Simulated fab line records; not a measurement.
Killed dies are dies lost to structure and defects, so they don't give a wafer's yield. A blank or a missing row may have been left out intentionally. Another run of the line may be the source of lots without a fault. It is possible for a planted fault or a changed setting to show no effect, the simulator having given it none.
fab line records	flow n5_finfet
record lots=24	wafers=72	last_day=18
route steps=1938 shown HKMG_FIN@413 GATE_CUT@465
lots untouched by any fault: they come from a run of this same line in which no faults occurred
start_h: start of the lot's first displayed wafer, in hours after the record's first day	wait_h: hours since the lot's step before	" unchanged from the row above	L1.1+2: several wafers, shown together as one row	- either no value or no given start	* or withheld: withheld	< > ~ a bound
route shown NAME@n: a module of which the file shows steps, and the number in the route of the first	usual: the fault-free wafers' mean and standard deviation	same: alike in all rows	chamber/n: place in a boat	sites: the reading at each site	_std_site: how widely they spread, as a standard deviation	_edge_site: outer sites' mean less inner sites'	radius_mm: for every site, how far away it sits from the centre of the wafer	mask NAME#n: copy n	behind: the last tool/chamber to shape the wafer	hold: the reason the lot was held/the length of the hold in hours/how it ended	device: the transistor (n, p or np) that didn't switch	end of line: tests of these same wafers at the route's end	a step given without rows: its recipe and nothing more	killed: dies lost to structure and defects at the first sort, not the wafer's yield	map: a wafer's dies, marking killed ones x, the rest . and places with no die _
set.NAME: the run value of the setting; set.NAME@STEP: its run value at that earlier step	model.NAME: the simulator's own value behind a step, which no gauge read
one table for each step of the route and one row for each wafer, over a sample of lots
services: the hour from which a tool's chamber was out of use, counted from the record's first day as start_h (under 0 if before that day), plus the number of hours and why
## steps
# step N5_HKMG_FIN_CVD_62
# recipe material=a-Si	target_thk_a=30	temp_c=500	precursor=Si2H6	pressure_torr=1	time_s=20.8
# usual heater_power_w=1405/98
lot.wafer	tool	chamber	start_h	wait_h	heater_power_w
L074.2	thermal_cvd_si-02	0	76.71	0.2	1409
L074.5	"	0	"	"	1426
L074.6	"	1	"	"	1383
L075.1	thermal_cvd_si-01	2	82.50	0.2	1224
L075.2	"	1	"	"	1277
L075.6	"	1	"	"	1312
L076.3	thermal_cvd_si-02	1	85.64	0.2	1398
L076.5	"	0	"	"	1453
L076.6	"	2	"	"	1508
L077.1	thermal_cvd_si-01	0	90.48	0.2	1541
L077.3	"	1	"	"	1303
L077.6	"	2	"	"	1223
L078.1	thermal_cvd_si-02	2	96.92	0.2	1484
L078.2	"	0	"	"	1414
L078.6	"	2	"	"	1475
L079.1	thermal_cvd_si-01	0	105.44	0.2	1495
L079.4	"	2	"	"	1208
L079.5	"	0	"	"	1499
L080.3	thermal_cvd_si-02	2	110.79	0.2	1493
L080.4	"	0	"	"	1439
L080.5	"	1	"	"	1421
L081.1	thermal_cvd_si-01	0	116.79	0.2	1506
L081.2	"	1	"	"	1312
L081.5	"	2	"	"	1232
L082.2	thermal_cvd_si-02	2	126.85	0.2	1530
L082.5	"	0	"	"	1445
L082.6	"	1	"	"	1421
L083.2	thermal_cvd_si-01	2	129.73	0.2	1248
L083.4	"	1	"	"	1343
L083.6	"	2	"	"	1233
L084.1	thermal_cvd_si-02	1	135.83	0.2	1398
L084.3	"	2	"	"	1516
L084.5	"	1	"	"	1409
L086.3	thermal_cvd_si-01	1	146.53	0.2	1316
L086.5	"	1	"	"	1302
L086.6	"	0	"	"	1554
L085.3	thermal_cvd_si-02	1	150.92	0.2	1416
L085.4	"	2	"	"	1440
L085.5	"	2	"	"	1482
L087.2	thermal_cvd_si-01	2	153.47	0.2	1255
L087.4	"	0	"	"	1517
L087.5	"	1	"	"	1349
L088.2	thermal_cvd_si-02	2	158.00	0.2	1510
L088.3	"	1	"	"	1418
L088.6	"	0	"	"	1442
L089.1	thermal_cvd_si-01	2	165.73	0.2	1239
L089.3	"	1	"	"	1328
L089.4	"	1	"	"	1321
L090.1	thermal_cvd_si-02	0	168.60	0.2	1432
L090.2	"	2	"	"	1487
L090.3	"	2	"	"	1484
L091.2	thermal_cvd_si-01	1	174.93	0.2	1320
L091.4	"	1	"	"	1322
L091.6	"	2	"	"	1214
L092.2	thermal_cvd_si-02	2	180.53	0.2	1519
L092.4	"	1	"	"	1396
L092.5	"	2	"	"	1477
L093.2	thermal_cvd_si-01	2	187.50	0.2	1208
L093.3	"	0	"	"	1496
L093.4	"	2	"	"	1254
L094.3	thermal_cvd_si-02	0	194.21	0.2	1447
L094.4	"	0	"	"	1407
L094.6	"	2	"	"	1519
L095.4	thermal_cvd_si-01	0	200.27	0.2	1517
L095.5	"	2	"	"	1221
L095.6	"	1	"	"	1303
L096.2	thermal_cvd_si-02	0	205.53	0.2	1446
L096.3	"	2	"	"	1483
L096.5	"	0	"	"	1398
L097.1	thermal_cvd_si-01	2	215.66	0.2	1262
L097.4	"	1	"	"	1305
L097.5	"	0	"	"	1489
# step N5_HKMG_FIN_PWFM_ALD_03
# recipe material=TiN	target_thk_a=20	temp_c=400	ald_precursor_family=TiCl4	ald_co_reactant=NH3	pulse_time_s=1	purge_time_s=3	co_reactant_purge_time_s=2	co_reactant_pulse_time_s=2	ald_cycles=91	pressure_torr=3
# usual heater_power_w=869/110	precursor_pulse_height_rel=1.000/0.019
# same purge_time_s=3
lot.wafer	tool	chamber	start_h	wait_h	heater_power_w	precursor_pulse_height_rel
L074.2	ald_metal-04	3	77.51	0.0	920	1.010
L074.5	"	2	"	"	845	0.985
L074.6	"	1	"	"	822	1.027
L075.1	ald_metal-01	2	83.22	0.0	641	0.966
L075.2	"	0	"	"	699	1.029
L075.6	"	3	"	"	998	1.001
L076.3	ald_metal-04	2	86.37	0.0	865	0.990
L076.5	"	0	"	"	916	1.013
L076.6	"	3	"	"	926	1.016
L077.1	ald_metal-03	1	91.20	0.0	762	1.015
L077.3	"	2	"	"	926	0.999
L077.6	"	0	"	"	1040	0.990
L078.1	ald_metal-03	1	97.63	0.0	772	0.999
L078.2	"	3	"	"	815	0.988
L078.6	"	0	"	"	1035	1.026
L079.1	ald_metal-01	3	106.50	0.0	1030	0.993
L079.4	"	2	"	"	622	0.987
L079.5	"	3	"	"	1016	0.982
L080.3	ald_metal-03	1	111.65	0.0	763	0.973
L080.4	"	2	"	"	909	1.021
L080.5	"	1	"	"	743	0.992
L081.1	ald_metal-03	3	117.78	0.0	835	1.012
L081.2	"	2	"	"	922	1.008
L081.5	"	1	"	"	770	0.985
L082.2	ald_metal-04	0	127.56	0.0	920	1.012
L082.5	"	1	"	"	794	0.979
L082.6	"	2	"	"	851	1.008
L083.2	ald_metal-03	1	130.56	0.0	749	1.009
L083.4	"	3	"	"	822	1.020
L083.6	"	0	"	"	1053	0.996
L084.1	ald_metal-04	2	136.55	0.0	819	0.997
L084.3	"	1	"	"	810	0.994
L084.5	"	3	"	"	933	0.980
L086.3	ald_metal-04	2	147.33	0.0	832	1.012
L086.5	"	3	"	"	957	1.039
L086.6	"	2	"	"	832	1.002
L085.3	ald_metal-03	3	151.65	0.0	856	0.989
L085.4	"	2	"	"	903	0.993
L085.5	"	3	"	"	864	1.019
L087.2	ald_metal-03	0	154.21	0.0	1033	0.994
L087.4	"	2	"	"	934	1.027
L087.5	"	3	"	"	833	1.004
L088.2	ald_metal-03	3	158.71	0.0	848	1.034
L088.3	"	1	"	"	750	0.990
L088.6	"	3	"	"	831	0.988
L089.1	ald_metal-01	3	166.45	0.0	995	1.013
L089.3	"	1	"	"	883	0.985
L089.4	"	0	"	"	718	0.986
L090.1	ald_metal-04	3	169.49	0.0	939	1.036
L090.2	"	2	"	"	863	0.997
L090.3	"	0	"	"	892	0.957
L091.2	ald_metal-04	0	175.65	0.0	917	0.998
L091.4	"	1	"	"	790	1.001
L091.6	"	1	"	"	814	1.001
L092.2	ald_metal-01	3	181.26	0.0	1036	0.985
L092.4	"	0	"	"	720	0.988
L092.5	"	3	"	"	1010	1.029
L093.2	ald_metal-03	0	188.23	0.0	1025	1.009
L093.3	"	3	"	"	818	1.022
L093.4	"	1	"	"	758	0.993
L094.3	ald_metal-04	1	194.92	0.0	817	1.005
L094.4	"	3	"	"	964	0.993
L094.6	"	3	"	"	925	1.025
L095.4	ald_metal-01	0	201.01	0.0	713	1.008
L095.5	"	2	"	"	638	1.021
L095.6	"	3	"	"	1008	0.950
L096.2	ald_metal-04	1	206.49	0.0	790	1.015
L096.3	"	2	"	"	847	0.991
L096.5	"	2	"	"	857	0.999
L097.1	ald_metal-03	3	216.49	0.0	841	1.008
L097.4	"	1	"	"	737	0.997
L097.5	"	2	"	"	910	1.018
# step N5_GATE_CUT_ETCHBACK_00
# recipe chemistry=SF6/Cl2	target=W	pressure_mtorr=8	icp_w=900	bias_w=80	SF6_flow_sccm=40	Cl2_flow_sccm=60
# usual chamber_pressure_mTorr=8.000/0.0075	drypump_motor_current_A=6.1/0.34	oes_product_au=0.74/0.092	throttle_valve_pct=27.52/0.28
lot.wafer	tool	chamber	start_h	wait_h	chamber_pressure_mTorr	drypump_motor_current_A	oes_product_au	rf_hours_counter_h	throttle_valve_pct
L074.2	rie_metal-02	1	82.73	0.0	8.004	5.9	0.89	8	27.51
L074.5	"	0	"	"	8.000	5.9	0.64	-	27.82
L074.6	"	1	"	"	8.002	5.9	0.90	-	27.53
L075.1	rie_metal-01	0	89.17	0.0	7.993	6.2	0.68	88	27.62
L075.2	"	1	"	"	8.003	6.3	0.88	12	27.17
L075.6	"	1	"	"	7.996	6.3	0.89	-	27.18
L076.3	rie_metal-01	0	91.88	0.1	7.995	6.3	0.69	-	27.63
L076.5	"	1	"	"	7.993	6.3	0.88	-	27.16
L076.6	"	0	"	"	7.997	6.3	0.69	-	27.62
L077.1	rie_metal-03	1	96.41	0.0	7.999	6.4	0.75	50	27.80
L077.3	"	0	"	"	8.000	5.3	0.66	-	27.10
L077.6	"	1	"	"	7.991	6.4	0.75	-	27.81
L078.1	rie_metal-03	0	103.06	0.0	7.986	5.3	0.65	101	27.10
L078.2	"	1	"	"	7.995	6.4	0.76	50	27.80
L078.6	"	1	"	"	7.999	6.4	0.77	-	27.79
L079.1	rie_metal-01	1	111.93	0.0	8.007	6.3	0.87	14	27.18
L079.4	"	0	"	"	7.988	6.3	0.68	-	27.62
L079.5	"	1	"	"	7.996	6.3	0.86	-	27.16
L080.3	rie_metal-01	1	117.09	0.1	7.990	6.3	0.87	-	27.18
L080.4	"	0	"	"	7.994	6.2	0.68	-	27.63
L080.5	"	0	"	"	7.998	6.3	0.68	-	27.63
L081.1	rie_metal-03	0	123.12	0.0	7.998	5.3	0.65	103	27.11
L081.2	"	1	"	"	7.992	6.4	0.76	52	27.80
L081.5	"	1	"	"	7.996	6.4	0.75	-	27.79
L082.2	rie_metal-01	1	133.44	0.0	8.004	6.3	0.86	16	27.17
L082.5	"	0	"	"	8.009	6.2	0.68	-	27.63
L082.6	"	1	"	"	8.007	6.3	0.87	-	27.18
L083.2	rie_metal-03	0	135.96	0.0	8.003	5.3	0.64	104	27.11
L083.4	"	0	"	"	8.001	5.3	0.64	-	27.11
L083.6	"	1	"	"	8.003	6.4	0.75	-	27.81
L084.1	rie_metal-01	1	141.98	0.0	7.993	6.3	0.85	17	27.18
L084.3	"	0	"	"	7.993	6.3	0.67	-	27.63
L084.5	"	0	"	"	8.002	6.2	0.68	-	27.63
L086.3	rie_metal-01	0	153.06	0.1	8.009	6.2	0.67	-	27.62
L086.5	"	0	"	"	7.996	6.2	0.67	-	27.64
L086.6	"	1	"	"	7.993	6.3	0.85	-	27.18
L085.3	rie_metal-03	0	157.32	0.1	8.010	5.3	0.64	-	27.11
L085.4	"	1	"	"	8.008	6.4	0.75	-	27.80
L085.5	"	0	"	"	8.002	5.3	0.64	-	27.12
L087.2	rie_metal-03	1	159.74	0.0	8.006	6.4	0.75	57	27.80
L087.4	"	0	"	"	7.992	5.3	0.65	-	27.11
L087.5	"	1	"	"	8.002	6.4	0.75	-	27.81
L088.2	rie_metal-02	1	164.16	0.0	8.009	5.9	0.86	14	27.52
L088.3	"	1	"	"	7.987	6.0	0.85	-	27.54
L088.6	"	0	"	"	8.016	5.9	0.64	-	27.83
L089.1	rie_metal-01	1	171.66	0.0	7.996	6.3	0.84	20	27.16
L089.3	"	1	"	"	8.004	6.3	0.86	-	27.16
L089.4	"	0	"	"	8.012	6.3	0.66	-	27.64
L090.1	rie_metal-02	0	175.24	0.0	8.002	5.9	0.63	118	27.81
L090.2	"	1	"	"	8.005	5.9	0.85	15	27.54
L090.3	"	0	"	"	8.006	5.9	0.64	-	27.83
L091.2	rie_metal-02	1	181.88	0.0	7.998	5.9	0.85	16	27.52
L091.4	"	0	"	"	8.008	5.9	0.64	-	27.83
L091.6	"	1	"	"	7.993	5.9	0.85	-	27.52
L092.2	rie_metal-01	0	187.28	0.0	8.004	6.3	0.66	97	27.63
L092.4	"	0	"	"	8.010	6.2	0.67	-	27.66
L092.5	"	0	"	"	7.999	6.3	0.66	-	27.63
L093.2	rie_metal-02	1	193.61	0.0	8.000	5.9	0.85	16	27.55
L093.3	"	1	"	"	8.007	6.0	0.85	-	27.52
L093.4	"	0	"	"	8.014	5.9	0.63	-	27.84
L094.3	rie_metal-02	1	200.35	0.1	7.989	6.0	0.84	-	27.54
L094.4	"	0	"	"	7.987	5.9	0.63	-	27.84
L094.6	"	1	"	"	7.992	5.9	0.84	-	27.55
L095.4	rie_metal-02	0	206.60	0.1	8.005	5.9	0.63	-	27.83
L095.5	"	1	"	"	7.998	5.9	0.84	-	27.55
L095.6	"	0	"	"	8.004	5.9	0.63	-	27.84
L096.2	rie_metal-01	0	211.90	0.0	7.983	6.3	0.66	99	27.64
L096.3	"	0	"	"	7.991	6.3	0.67	-	27.66
L096.5	"	0	"	"	8.011	6.3	0.66	-	27.64
L097.1	rie_metal-03	1	221.96	0.0	7.995	6.4	0.73	62	27.82
L097.4	"	1	"	"	8.006	6.4	0.73	-	27.83
L097.5	"	1	"	"	7.992	6.4	0.74	-	27.81
# step N5_GATE_CUT_CUT_ETCH_53
# recipe chemistry=SF6/Cl2	target=W	mask_material=SiO2	target_depth_a=792	pressure_mtorr=8	icp_w=900	bias_w=80	SF6_flow_sccm=40	Cl2_flow_sccm=60	ends=cleared
# usual chamber_pressure_mTorr=8.000/0.0072	drypump_motor_current_A=6.0/0.38	etch_rf_on_time_s=26.5/0.6	oes_product_au=0.66/0.087	throttle_valve_pct=28.91/0.3
lot.wafer	tool	chamber	start_h	wait_h	chamber_pressure_mTorr	drypump_motor_current_A	etch_rf_on_time_s	oes_product_au	rf_hours_counter_h	throttle_valve_pct
L074.2	rie_metal-03	0	87.19	0.1	7.982	5.3	26.0	0.59	100	28.46
L074.5	"	0	"	"	8.001	5.3	25.9	0.60	-	28.47
L074.6	"	1	"	"	8.006	6.4	26.7	0.67	-	29.20
L075.1	rie_metal-02	1	94.04	0.1	7.985	5.9	25.5	0.81	9	28.92
L075.2	"	0	"	"	8.008	5.9	26.6	0.58	111	29.22
L075.6	"	0	"	"	8.000	5.9	26.8	0.58	-	29.25
L076.3	rie_metal-01	1	96.65	0.1	8.021	6.3	27.1	0.78	-	28.57
L076.5	"	0	"	"	8.003	6.3	27.3	0.61	-	29.03
L076.6	"	1	"	"	7.996	6.3	27.3	0.77	-	28.58
L077.1	rie_metal-02	0	102.27	0.1	8.003	5.9	26.5	0.58	112	29.23
L077.3	"	1	"	"	7.991	5.9	25.7	0.80	-	28.91
L077.6	"	0	"	"	7.999	5.9	26.5	0.57	-	29.24
L078.1	rie_metal-01	1	107.20	0.1	7.996	6.3	27.7	0.76	13	28.59
L078.2	"	0	"	"	8.004	6.3	27.1	0.61	89	29.03
L078.6	"	0	"	"	8.008	6.2	27.1	0.62	-	29.03
L079.1	rie_metal-01	0	116.66	0.1	8.001	6.3	27.4	0.61	90	29.05
L079.4	"	0	"	"	7.991	6.3	27.0	0.61	-	29.05
L079.5	"	1	"	"	8.001	6.3	27.7	0.76	-	28.58
L080.3	rie_metal-01	0	122.02	0.1	8.003	6.3	27.4	0.60	-	29.03
L080.4	"	1	"	"	7.993	6.3	27.4	0.76	-	28.58
L080.5	"	1	"	"	7.996	6.3	27.5	0.77	-	28.58
L081.1	rie_metal-02	1	127.40	0.1	7.988	5.9	25.4	0.81	11	28.91
L081.2	"	0	"	"	8.002	5.9	26.5	0.58	114	29.25
L081.5	"	1	"	"	7.999	6.0	25.5	0.80	-	28.91
L082.2	rie_metal-01	0	138.05	0.1	8.009	6.3	26.9	0.61	93	29.04
L082.5	"	1	"	"	8.012	6.3	27.0	0.77	-	28.57
L082.6	"	0	"	"	8.012	6.3	26.8	0.62	-	29.05
L083.2	rie_metal-03	1	140.32	0.1	8.008	6.4	26.8	0.66	54	29.21
L083.4	"	1	"	"	7.999	6.4	26.9	0.66	-	29.21
L083.6	"	0	"	"	7.990	5.3	26.2	0.59	-	28.47
L084.1	rie_metal-03	0	146.29	0.1	7.998	5.3	26.3	0.58	106	28.48
L084.3	"	1	"	"	8.004	6.4	26.8	0.66	-	29.21
L084.5	"	0	"	"	8.006	5.3	26.1	0.58	-	28.48
L086.3	rie_metal-02	0	157.25	0.1	7.999	5.9	26.6	0.58	-	29.24
L086.5	"	0	"	"	7.993	6.0	26.4	0.57	-	29.23
L086.6	"	1	"	"	8.004	5.9	25.7	0.79	-	28.92
L085.3	rie_metal-02	0	161.55	0.1	7.988	6.0	26.2	0.58	-	29.23
L085.4	"	1	"	"	7.993	5.9	25.9	0.78	-	28.92
L085.5	"	0	"	"	8.005	6.0	26.5	0.58	-	29.25
L087.2	rie_metal-03	1	163.94	0.1	8.005	6.4	26.6	0.66	57	29.22
L087.4	"	1	"	"	8.003	6.4	26.3	0.66	-	29.22
L087.5	"	1	"	"	8.003	6.4	26.5	0.66	-	29.24
L088.2	rie_metal-02	0	168.34	0.1	7.993	5.9	26.4	0.58	117	29.23
L088.3	"	0	"	"	7.996	6.0	26.4	0.58	-	29.24
L088.6	"	1	"	"	8.000	6.0	26.1	0.78	-	28.93
L089.1	rie_metal-03	0	176.50	0.1	7.996	5.3	25.8	0.59	109	28.48
L089.3	"	0	"	"	8.002	5.3	25.9	0.58	-	28.48
L089.4	"	0	"	"	8.003	5.3	25.8	0.58	-	28.48
L090.1	rie_metal-03	1	179.44	0.1	7.994	6.4	26.8	0.65	58	29.22
L090.2	"	0	"	"	7.990	5.3	26.3	0.58	109	28.49
L090.3	"	0	"	"	8.001	5.3	26.2	0.58	-	28.48
L091.2	rie_metal-02	0	187.27	0.1	7.997	5.9	26.4	0.57	118	29.25
L091.4	"	1	"	"	8.009	5.9	26.1	0.78	-	28.92
L091.6	"	0	"	"	7.990	5.9	26.2	0.57	-	29.25
L092.2	rie_metal-01	1	191.47	0.1	8.000	6.3	27.6	0.74	21	28.59
L092.4	"	1	"	"	7.997	6.3	27.7	0.74	-	28.60
L092.5	"	0	"	"	7.993	6.3	27.5	0.59	-	29.04
L093.2	rie_metal-03	1	198.05	0.1	7.994	6.4	26.6	0.65	60	29.23
L093.3	"	1	"	"	7.989	6.4	27.2	0.65	-	29.23
L093.4	"	0	"	"	8.009	5.3	26.4	0.57	-	28.48
L094.3	rie_metal-02	0	204.40	0.1	8.005	6.0	26.4	0.57	-	29.27
L094.4	"	1	"	"	8.007	5.9	25.9	0.77	-	28.94
L094.6	"	0	"	"	8.010	6.0	26.3	0.57	-	29.24
L095.4	rie_metal-01	0	211.06	0.1	7.995	6.2	26.9	0.60	-	29.03
L095.5	"	1	"	"	7.993	6.3	27.2	0.74	-	28.59
L095.6	"	0	"	"	8.004	6.2	26.9	0.59	-	29.04
L096.2	rie_metal-03	1	216.15	0.1	8.004	6.4	26.6	0.65	61	29.22
L096.3	"	1	"	"	8.002	6.4	26.7	0.65	-	29.21
L096.5	"	0	"	"	7.991	5.3	26.2	0.58	-	28.47
L097.1	rie_metal-02	1	226.62	0.1	7.995	5.9	25.8	0.78	19	28.92
L097.4	"	0	"	"	7.990	5.9	26.5	0.57	-	29.26
L097.5	"	0	"	"	8.007	5.9	26.4	0.57	-	29.27
# step N5_GATE_CUT_VAPOR_ETCH_51
# recipe chemistry=BCl3/Cl2	target=HfO2	mode=isotropic
# usual drypump_motor_current_A=6.0/0.38	oes_product_au=0.74/0.1
lot.wafer	tool	chamber	start_h	wait_h	drypump_motor_current_A	oes_product_au
L074.2	rie_metal-03	0	87.51	0.0	5.3	0.65
L074.5	"	0	"	"	5.3	0.65
L074.6	"	1	"	"	6.4	0.76
L075.1	rie_metal-02	1	94.28	0.0	6.0	0.89
L075.2	"	0	"	"	5.9	0.64
L075.6	"	0	"	"	5.9	0.64
L076.3	rie_metal-01	1	96.88	0.0	6.3	0.88
L076.5	"	0	"	"	6.2	0.68
L076.6	"	1	"	"	6.3	0.88
L077.1	rie_metal-02	0	102.51	0.0	5.9	0.64
L077.3	"	1	"	"	5.9	0.90
L077.6	"	0	"	"	5.9	0.64
L078.1	rie_metal-01	1	107.44	0.0	6.3	0.87
L078.2	"	0	"	"	6.3	0.68
L078.6	"	0	"	"	6.2	0.69
L079.1	rie_metal-01	0	116.90	0.0	6.3	0.68
L079.4	"	0	"	"	6.3	0.68
L079.5	"	1	"	"	6.3	0.87
L080.3	rie_metal-01	0	122.25	0.0	6.3	0.68
L080.4	"	1	"	"	6.3	0.87
L080.5	"	1	"	"	6.3	0.88
L081.1	rie_metal-02	1	127.64	0.0	6.0	0.89
L081.2	"	0	"	"	5.9	0.64
L081.5	"	1	"	"	5.9	0.88
L082.2	rie_metal-01	0	138.29	0.0	6.2	0.67
L082.5	"	1	"	"	6.3	0.87
L082.6	"	0	"	"	6.3	0.68
L083.2	rie_metal-03	1	140.56	0.0	6.4	0.74
L083.4	"	1	"	"	6.4	0.75
L083.6	"	0	"	"	5.3	0.64
L084.1	rie_metal-03	0	146.53	0.0	5.3	0.64
L084.3	"	1	"	"	6.4	0.74
L084.5	"	0	"	"	5.3	0.64
L086.3	rie_metal-02	0	157.48	0.0	5.9	0.64
L086.5	"	0	"	"	5.9	0.64
L086.6	"	1	"	"	5.9	0.87
L085.3	rie_metal-02	0	161.78	0.0	5.9	0.64
L085.4	"	1	"	"	5.9	0.87
L085.5	"	0	"	"	5.9	0.64
L087.2	rie_metal-03	1	164.18	0.0	6.4	0.74
L087.4	"	1	"	"	6.4	0.74
L087.5	"	1	"	"	6.4	0.74
L088.2	rie_metal-02	0	168.58	0.0	5.9	0.64
L088.3	"	0	"	"	5.9	0.63
L088.6	"	1	"	"	5.9	0.87
L089.1	rie_metal-03	0	176.98	0.1	5.3	0.64
L089.3	"	0	"	"	5.3	0.63
L089.4	"	0	"	"	5.3	0.64
L090.1	rie_metal-03	1	179.68	0.0	6.4	0.75
L090.2	"	0	"	"	5.3	0.64
L090.3	"	0	"	"	5.3	0.64
L091.2	rie_metal-02	0	187.51	0.0	5.9	0.63
L091.4	"	1	"	"	5.9	0.85
L091.6	"	0	"	"	5.9	0.64
L092.2	rie_metal-01	1	191.71	0.0	6.3	0.85
L092.4	"	1	"	"	6.3	0.85
L092.5	"	0	"	"	6.3	0.67
L093.2	rie_metal-03	1	198.29	0.0	6.4	0.73
L093.3	"	1	"	"	6.4	0.73
L093.4	"	0	"	"	5.3	0.63
L094.3	rie_metal-02	0	204.63	0.0	5.9	0.63
L094.4	"	1	"	"	5.9	0.84
L094.6	"	0	"	"	5.9	0.63
L095.4	rie_metal-01	0	211.29	0.0	6.3	0.67
L095.5	"	1	"	"	6.3	0.85
L095.6	"	0	"	"	6.3	0.67
L096.2	rie_metal-03	1	216.39	0.0	6.4	0.73
L096.3	"	1	"	"	6.4	0.73
L096.5	"	0	"	"	5.3	0.63
L097.1	rie_metal-02	1	226.86	0.0	6.0	0.84
L097.4	"	0	"	"	5.9	0.63
L097.5	"	0	"	"	5.9	0.63
# step N5_GATE_CUT_INSPECT_26
# recipe inspect_instrument=darkfield	mode=post_cmp
# usual raw_defect_count=41/17
lot.wafer	tool	chamber	start_h	wait_h	raw_defect_count
L074.2	defect_inspect-01	-	90.80	0.0	39
L074.5	"	-	"	"	54
L074.6	"	-	"	"	56
L075.1	defect_inspect-02	-	97.36	0.0	46
L075.2	"	-	"	"	21
L075.6	"	-	"	"	30
L076.3	defect_inspect-02	-	99.61	0.0	57
L076.5	"	-	"	"	23
L076.6	"	-	"	"	30
L077.1	defect_inspect-01	-	105.24	0.0	41
L077.3	"	-	"	"	10
L077.6	"	-	"	"	45
L078.1	defect_inspect-01	-	110.17	0.0	50
L078.2	"	-	"	"	39
L078.6	"	-	"	"	35
L079.1	defect_inspect-01	-	119.65	0.0	51
L079.4	"	-	"	"	125
L079.5	"	-	"	"	53
L080.3	defect_inspect-01	-	125.06	0.1	32
L080.4	"	-	"	"	53
L080.5	"	-	"	"	39
L081.1	defect_inspect-02	-	130.37	0.0	21
L081.2	"	-	"	"	39
L081.5	"	-	"	"	28
L082.2	defect_inspect-02	-	141.02	0.0	28
L082.5	"	-	"	"	30
L082.6	"	-	"	"	65
L083.2	defect_inspect-02	-	143.30	0.0	32
L083.4	"	-	"	"	27
L083.6	"	-	"	"	19
L084.1	defect_inspect-02	-	149.33	0.0	45
L084.3	"	-	"	"	40
L084.5	"	-	"	"	25
L086.3	defect_inspect-01	-	160.20	0.0	76
L086.5	"	-	"	"	55
L086.6	"	-	"	"	65
L085.3	defect_inspect-01	-	164.51	0.0	60
L085.4	"	-	"	"	45
L085.5	"	-	"	"	42
L087.2	defect_inspect-02	-	166.91	0.0	23
L087.4	"	-	"	"	32
L087.5	"	-	"	"	47
L088.2	defect_inspect-01	-	171.31	0.0	18
L088.3	"	-	"	"	39
L088.6	"	-	"	"	35
L089.1	defect_inspect-01	-	180.86	0.0	30
L089.3	"	-	"	"	34
L089.4	"	-	"	"	29
L090.1	defect_inspect-01	-	182.72	0.0	58
L090.2	"	-	"	"	54
L090.3	"	-	"	"	35
L091.2	defect_inspect-01	-	190.25	0.0	42
L091.4	"	-	"	"	39
L091.6	"	-	"	"	61
L092.2	defect_inspect-01	-	194.45	0.0	50
L092.4	"	-	"	"	47
L092.5	"	-	"	"	31
L093.2	defect_inspect-01	-	201.02	0.0	25
L093.3	"	-	"	"	22
L093.4	"	-	"	"	27
L094.3	defect_inspect-02	-	207.36	0.0	42
L094.4	"	-	"	"	60
L094.6	"	-	"	"	30
L095.4	defect_inspect-01	-	214.01	0.0	29
L095.5	"	-	"	"	23
L095.6	"	-	"	"	34
L096.2	defect_inspect-01	-	219.12	0.0	19
L096.3	"	-	"	"	34
L096.5	"	-	"	"	25
L097.1	defect_inspect-02	-	230.36	0.0	44
L097.4	"	-	"	"	22
L097.5	"	-	"	"	55
## services
tool	chamber	start_h	hours	kind
rie_metal-03	-	54.45	0.1	repair
ald_metal-01	1	74.10	8.1	repair
ald_metal-04	-	121.19	1.0	repair
rie_metal-02	-	130.88	1.4	pm
rie_metal-02	-	140.17	10.0	pm
thermal_cvd_si-01	2	142.66	7.7	repair
thermal_cvd_si-02	0	144.02	12.8	repair
thermal_cvd_si-02	1	164.63	6.3	repair
ald_metal-03	2	193.46	5.1	repair
rie_metal-03	1	198.33	4.6	repair
ald_metal-03	-	214.41	0.8	repair
rie_metal-03	0	219.50	2.8	repair
## key
fault none
